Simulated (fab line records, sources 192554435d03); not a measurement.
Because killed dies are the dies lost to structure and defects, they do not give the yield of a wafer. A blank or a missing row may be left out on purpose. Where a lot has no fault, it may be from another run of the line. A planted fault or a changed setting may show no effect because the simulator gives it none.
Which tool was responsible? ; flow n5Finfet ; Sampling: 24 lots, 72 wafers, 6 of 1938 route steps

== WHAT THE GAUGES SHOWED, per wafer ==
Not one reading of a measure or inspect step in the record can be checked against a usual standard deviation.

== EACH LOT AND THE TOOL THAT RAN IT (in order: tool; ch and the chambers of the sampled wafers; start) ==
lot;N5_BEOL_M4_VIA_ETCH_34;N5_BEOL_M4_ETCH_41;N5_BEOL_M4_ANNEAL_80;N5_BEOL_M4_ANNEAL_82;N5_BEOL_M4_SPUTTER_90;N5_BEOL_M4_ANNEAL_95
L074;rieDiel-03 ch 0,2, day 8 10:50;rieDiel-03 ch 0,2, day 8 12:40 or earlier;pvdSputter-02, day 8 12:40;pvdSputter-02, day 8 12:53;pvdSputter-02, day 8 13:28;pvdSputter-02, day 8 13:59
L075;rieDiel-01 ch 0,2, day 8 11:05;rieDiel-01 ch 0,2, day 8 12:48 or earlier;pvdSputter-01, day 8 12:48;pvdSputter-01, day 8 13:01;pvdSputter-01, day 8 13:36;pvdSputter-01, day 8 14:07
L076;rieDiel-03 ch 0,1,3, day 9 01:10;rieDiel-03 ch 0,1,3, day 9 03:20 or earlier;pvdSputter-01, day 9 03:20;pvdSputter-01, day 9 03:34;pvdSputter-01, day 9 04:08;pvdSputter-01, day 9 04:40
L077;rieDiel-01 ch 0,1,3, day 9 01:56;rieDiel-01 ch 0,1,3, day 9 03:44 or earlier;pvdSputter-02, day 9 03:44;pvdSputter-02, day 9 03:58;pvdSputter-02, day 9 04:32;pvdSputter-02, day 9 05:04
L078;rieDiel-05 ch 0,1,3, day 9 04:44;rieDiel-05 ch 0,1,3, day 9 06:06 or earlier;pvdSputter-01, day 9 06:06;pvdSputter-01, day 9 06:19;pvdSputter-01, day 9 06:54;pvdSputter-01, day 9 07:25
L080;rieDiel-03 ch 0,1,2, day 9 04:58;rieDiel-03 ch 0,1,2, day 9 07:53 or earlier;pvdSputter-03, day 9 07:53;pvdSputter-03, day 9 08:06;pvdSputter-03, day 9 08:41;pvdSputter-03, day 9 09:12
L079;rieDiel-03 ch 1,3, day 9 07:41;rieDiel-03 ch 1,3, day 9 09:31 or earlier;pvdSputter-02, day 9 09:31;pvdSputter-02, day 9 09:44;pvdSputter-02, day 9 10:19;pvdSputter-02, day 9 10:53
L082;rieDiel-05 ch 0,1,3, day 10 05:42;rieDiel-05 ch 0,1,3, day 10 07:18 or earlier;pvdSputter-01, day 10 07:18;pvdSputter-01, day 10 07:31;pvdSputter-01, day 10 08:06;pvdSputter-01, day 10 08:37
L081;rieDiel-01 ch 0,1,3, day 10 05:53;rieDiel-01 ch 0,1,3, day 10 07:46 or earlier;pvdSputter-03, day 10 07:46;pvdSputter-03, day 10 07:59;pvdSputter-03, day 10 08:34;pvdSputter-03, day 10 09:05
L083;rieDiel-01 ch 2,3, day 10 08:58;rieDiel-01 ch 2,3, day 10 11:51 or earlier;pvdSputter-02, day 10 11:51;pvdSputter-02, day 10 12:04;pvdSputter-02, day 10 12:39;pvdSputter-02, day 10 13:10
L084;rieDiel-03 ch 0,1,2, day 10 08:58;rieDiel-03 ch 0,1,2, day 10 11:59 or earlier;pvdSputter-01, day 10 11:59;pvdSputter-01, day 10 12:13;pvdSputter-01, day 10 12:47;pvdSputter-01, day 10 13:19
L085;rieDiel-01 ch 0,1,3, day 11 06:33;rieDiel-01 ch 0,1,3, day 11 08:39 or earlier;pvdSputter-02, day 11 08:39;pvdSputter-02, day 11 08:52;pvdSputter-02, day 11 09:27;pvdSputter-02, day 11 09:58
L087;rieDiel-01 ch 0,1,3, day 11 07:02;rieDiel-01 ch 0,1,3, day 11 09:47 or earlier;pvdSputter-01, day 11 09:47;pvdSputter-01, day 11 10:00;pvdSputter-01, day 11 10:35;pvdSputter-01, day 11 11:06
L088;rieDiel-01 ch 2,3, day 11 10:50;rieDiel-01 ch 2,3, day 11 12:44 or earlier;pvdSputter-02, day 11 12:44;pvdSputter-02, day 11 12:57;pvdSputter-02, day 11 13:32;pvdSputter-02, day 11 14:03
L086;rieDiel-03 ch 0,1,2, day 11 14:08;rieDiel-03 ch 0,1,2, day 11 15:38 or earlier;pvdSputter-03, day 11 15:38;pvdSputter-03, day 11 15:53;pvdSputter-03, day 11 16:31;pvdSputter-03, day 11 17:04
L089;rieDiel-05 ch 0,2, day 11 14:37;rieDiel-05 ch 0,2, day 11 17:56 or earlier;pvdSputter-03, day 11 17:56;pvdSputter-03, day 11 18:09;pvdSputter-03, day 11 18:44;pvdSputter-03, day 11 19:15
L091;rieDiel-01 ch 0,2, day 12 01:11;rieDiel-01 ch 0,2, day 12 03:14 or earlier;pvdSputter-02, day 12 03:14;pvdSputter-02, day 12 03:27;pvdSputter-02, day 12 04:02;pvdSputter-02, day 12 04:33
L090;rieDiel-01 ch 2,3, day 12 10:20;rieDiel-01 ch 2,3, day 12 12:10 or earlier;pvdSputter-02, day 12 12:10;pvdSputter-02, day 12 12:23;pvdSputter-02, day 12 12:58;pvdSputter-02, day 12 13:29
L092;rieDiel-01 ch 1,2,3, day 12 14:35;rieDiel-01 ch 1,2,3, day 12 16:56 or earlier;pvdSputter-02, day 12 16:56;pvdSputter-02, day 12 17:09;pvdSputter-02, day 12 17:44;pvdSputter-02, day 12 18:15
L093;rieDiel-03 ch 0,3, day 12 18:01;rieDiel-03 ch 0,3, day 12 19:35 or earlier;pvdSputter-01, day 12 19:35;pvdSputter-01, day 12 19:48;pvdSputter-01, day 12 20:23;pvdSputter-01, day 12 20:54
L094;rieDiel-03 ch 1,2,3, day 13 09:04;rieDiel-03 ch 1,2,3, day 13 12:16 or earlier;pvdSputter-02, day 13 12:16;pvdSputter-02, day 13 12:29;pvdSputter-02, day 13 13:04;pvdSputter-02, day 13 13:35
L095;rieDiel-05 ch 1,2,3, day 13 09:14;rieDiel-05 ch 1,2,3, day 13 12:59 or earlier;pvdSputter-03, day 13 12:59;pvdSputter-03, day 13 13:12;pvdSputter-03, day 13 13:47;pvdSputter-03, day 13 14:18
L097;rieDiel-01 ch 1,2, day 14 08:25;rieDiel-01 ch 1,2, day 14 10:07 or earlier;pvdSputter-02, day 14 10:07;pvdSputter-02, day 14 11:38;pvdSputter-02, day 14 12:13;pvdSputter-02, day 14 12:44
L096;rieDiel-05 ch 0,2,3, day 14 08:40;rieDiel-05 ch 0,2,3, day 14 12:22 or earlier;pvdSputter-01, day 14 12:22;pvdSputter-01, day 14 12:35;pvdSputter-01, day 14 13:10;pvdSputter-01, day 14 13:41
- N5_BEOL_M4_VIA_ETCH_34: etches the open film in C4F6/O2, target depth 69.4 nm, time 65.9 s.
- N5_BEOL_M4_ETCH_41: etches SiCN in CH3F/O2, target depth 29.9 nm, time 52.5 s.
- N5_BEOL_M4_ANNEAL_80: time 240 s.
- N5_BEOL_M4_ANNEAL_82: time 240 s.
- N5_BEOL_M4_SPUTTER_90: material Cu, target thk 4.5 nm, time 8.29 s.
- N5_BEOL_M4_ANNEAL_95: time 240 s.

== AS READ BY THE TOOLS THEMSELVES (means over the sampled wafers that have a number; for cases with no such wafer, the mark the record gives instead) ==
N5_BEOL_M4_VIA_ETCH_34. Usual: drypumpMotorCurrentA 5.7 A, standard deviation 0.34; oesProductAu 0.82 a.u., standard deviation 0.084; rfVppV 665 V, standard deviation 11; showerheadPlenumPTorr 2.87 Torr, standard deviation 0.097; throttleValvePct 30.85 %, standard deviation 0.3.
lot;tool;drypumpMotorCurrentA (A);oesProductAu (a.u.);rfVppV (V);showerheadPlenumPTorr (Torr);throttleValvePct (%);flag
L074;rieDiel-03;5.6;0.74;657;2.79;30.82;
L075;rieDiel-01;6.2;0.85;666;2.89;31.07;
L076;rieDiel-03;5.5;0.75;668;2.84;30.99;
L077;rieDiel-01;5.7;0.84;666;2.95;30.64;
L078;rieDiel-05;5.6;0.86;663;2.82;30.62;
L080;rieDiel-03;5.5;0.71;666;2.78;30.92;
L079;rieDiel-03;5.5;0.80;659;2.84;30.99;
L082;rieDiel-05;5.6;0.84;662;2.82;30.63;
L081;rieDiel-01;5.8;0.82;666;2.94;30.66;
L083;rieDiel-01;5.5;0.92;662;2.98;30.69;
L084;rieDiel-03;5.6;0.71;665;2.78;30.92;
L085;rieDiel-01;5.7;0.82;665;2.94;30.65;
L087;rieDiel-01;5.7;0.81;666;2.94;30.65;
L088;rieDiel-01;5.5;0.91;662;2.98;30.69;
L086;rieDiel-03;5.6;0.70;666;2.77;30.94;
L089;rieDiel-05;5.9;0.85;665;2.77;30.86;
L091;rieDiel-01;6.2;0.86;671;2.91;31.17;
L090;rieDiel-01;5.5;0.88;661;2.98;30.69;
L092;rieDiel-01;5.8;0.85;670;2.96;30.74;
L093;rieDiel-03;5.6;0.73;671;2.90;31.02;
L094;rieDiel-03;5.6;0.83;660;2.88;31.01;
L095;rieDiel-05;5.6;0.86;664;2.81;30.98;
L097;rieDiel-01;6.1;0.83;677;2.93;31.03;
L096;rieDiel-05;5.7;0.81;663;2.76;30.79;

N5_BEOL_M4_ETCH_41. Usual: drypumpMotorCurrentA 5.7 A, standard deviation 0.35; oesProductAu 0.82 a.u., standard deviation 0.082; rfVppV 297.6 V, standard deviation 1.7; showerheadPlenumPTorr 2.02 Torr, standard deviation 0.071; throttleValvePct 16.36 %, standard deviation 0.19.
lot;tool;drypumpMotorCurrentA (A);oesProductAu (a.u.);rfVppV (V);showerheadPlenumPTorr (Torr);throttleValvePct (%);flag
L074;rieDiel-03;5.6;0.74;296.6;1.97;16.46;
L075;rieDiel-01;6.2;0.85;298.6;2.04;16.45;
L076;rieDiel-03;5.5;0.76;296.7;2.00;16.52;
L077;rieDiel-01;5.8;0.83;298.8;2.08;16.24;
L078;rieDiel-05;5.6;0.85;296.8;1.99;16.23;
L080;rieDiel-03;5.6;0.72;296.8;1.96;16.56;
L079;rieDiel-03;5.6;0.79;296.7;1.99;16.37;
L082;rieDiel-05;5.6;0.84;296.6;1.98;16.25;
L081;rieDiel-01;5.7;0.82;298.6;2.08;16.25;
L083;rieDiel-01;5.5;0.92;300.0;2.10;16.14;
L084;rieDiel-03;5.6;0.72;296.1;1.95;16.58;
L085;rieDiel-01;5.7;0.81;298.5;2.07;16.27;
L087;rieDiel-01;5.7;0.82;298.9;2.07;16.26;
L088;rieDiel-01;5.5;0.91;299.3;2.10;16.16;
L086;rieDiel-03;5.6;0.71;296.3;1.95;16.59;
L089;rieDiel-05;5.8;0.85;296.2;1.95;16.43;
L091;rieDiel-01;6.2;0.86;297.7;2.04;16.46;
L090;rieDiel-01;5.5;0.89;298.6;2.10;16.18;
L092;rieDiel-01;5.8;0.84;299.3;2.09;16.24;
L093;rieDiel-03;5.5;0.72;298.1;2.04;16.61;
L094;rieDiel-03;5.6;0.83;297.3;2.03;16.34;
L095;rieDiel-05;5.6;0.86;296.6;1.97;16.39;
L097;rieDiel-01;6.1;0.83;298.5;2.06;16.39;
L096;rieDiel-05;5.7;0.82;295.8;1.94;16.46;

N5_BEOL_M4_ANNEAL_80. Usual: heaterPowerW at 838 W, with a standard deviation of 55.
lot;tool;heaterPowerW (W);flag
L074;pvdSputter-02;827;
L075;pvdSputter-01;851;
L076;pvdSputter-01;819;
L077;pvdSputter-02;815;
L078;pvdSputter-01;896;
L080;pvdSputter-03;830;
L079;pvdSputter-02;847;
L082;pvdSputter-01;872;
L081;pvdSputter-03;871;
L083;pvdSputter-02;871;
L084;pvdSputter-01;844;
L085;pvdSputter-02;821;
L087;pvdSputter-01;758;
L088;pvdSputter-02;887;
L086;pvdSputter-03;875;
L089;pvdSputter-03;889;
L091;pvdSputter-02;872;
L090;pvdSputter-02;823;
L092;pvdSputter-02;847;
L093;pvdSputter-01;844;
L094;pvdSputter-02;825;
L095;pvdSputter-03;847;
L097;pvdSputter-02;835;
L096;pvdSputter-01;824;

N5_BEOL_M4_ANNEAL_82. Usual: heaterPowerW at 840 W, with a standard deviation of 55.
lot;tool;heaterPowerW (W);flag
L074;pvdSputter-02;835;
L075;pvdSputter-01;835;
L076;pvdSputter-01;827;
L077;pvdSputter-02;820;
L078;pvdSputter-01;885;
L080;pvdSputter-03;833;
L079;pvdSputter-02;842;
L082;pvdSputter-01;857;
L081;pvdSputter-03;866;
L083;pvdSputter-02;869;
L084;pvdSputter-01;844;
L085;pvdSputter-02;824;
L087;pvdSputter-01;774;
L088;pvdSputter-02;888;
L086;pvdSputter-03;880;
L089;pvdSputter-03;883;
L091;pvdSputter-02;899;
L090;pvdSputter-02;832;
L092;pvdSputter-02;864;
L093;pvdSputter-01;843;
L094;pvdSputter-02;824;
L095;pvdSputter-03;850;
L097;pvdSputter-02;826;
L096;pvdSputter-01;844;

N5_BEOL_M4_SPUTTER_90. Usual: substrateTempC -20.01 C, standard deviation 0.11; throttleValvePct 30.6 %, standard deviation 0.77.
lot;tool;substrateTempC (C);throttleValvePct (%);flag
L074;pvdSputter-02;-19.99;30.4;
L075;pvdSputter-01;-19.96;31.1;
L076;pvdSputter-01;-20.17;30.9;
L077;pvdSputter-02;-19.97;30.3;
L078;pvdSputter-01;-19.96;30.3;
L080;pvdSputter-03;-20.01;30.2;
L079;pvdSputter-02;-20.12;30.2;
L082;pvdSputter-01;-20.06;30.7;
L081;pvdSputter-03;-20.05;30.1;
L083;pvdSputter-02;-20.05;30.5;
L084;pvdSputter-01;-20.00;30.7;
L085;pvdSputter-02;-20.06;30.4;
L087;pvdSputter-01;-20.00;31.7;
L088;pvdSputter-02;-20.03;30.6;
L086;pvdSputter-03;-20.05;31.4;
L089;pvdSputter-03;-20.05;31.3;
L091;pvdSputter-02;-19.94;30.5;
L090;pvdSputter-02;-19.95;30.6;
L092;pvdSputter-02;-19.95;30.5;
L093;pvdSputter-01;-20.15;30.7;
L094;pvdSputter-02;-19.92;30.4;
L095;pvdSputter-03;-20.06;30.7;
L097;pvdSputter-02;-19.97;30.4;
L096;pvdSputter-01;-19.94;31.1;

N5_BEOL_M4_ANNEAL_95. Usual: heaterPowerW at 837 W, with a standard deviation of 55.
lot;tool;heaterPowerW (W);flag
L074;pvdSputter-02;840;
L075;pvdSputter-01;839;
L076;pvdSputter-01;802;
L077;pvdSputter-02;810;
L078;pvdSputter-01;885;
L080;pvdSputter-03;824;
L079;pvdSputter-02;841;
L082;pvdSputter-01;859;
L081;pvdSputter-03;851;
L083;pvdSputter-02;852;
L084;pvdSputter-01;841;
L085;pvdSputter-02;814;
L087;pvdSputter-01;766;
L088;pvdSputter-02;881;
L086;pvdSputter-03;877;
L089;pvdSputter-03;889;
L091;pvdSputter-02;866;
L090;pvdSputter-02;831;
L092;pvdSputter-02;870;
L093;pvdSputter-01;842;
L094;pvdSputter-02;806;
L095;pvdSputter-03;846;
L097;pvdSputter-02;828;
L096;pvdSputter-01;836;

== THE ANSWER, worked out from the rows above alone ==
Rule: a lot is off if the mean of its wafers that have a number lies more than 3 standard deviations from the usual mean. A lot without any number at a reading at which 4 lots or more have one is off too. Any other lot the step has rows for is counted as sound. The gauges are gone through in route order, then the tools' own readings, and for those a lot's mean is taken as printed above. At the first step where some lot is off, the reading lying furthest off is the one used; lots without a number count as furthest.
Across all readings shown, no lot is off: no conclusion can be drawn from this.

== WHAT THE SIMULATOR HAD PUT IN ==
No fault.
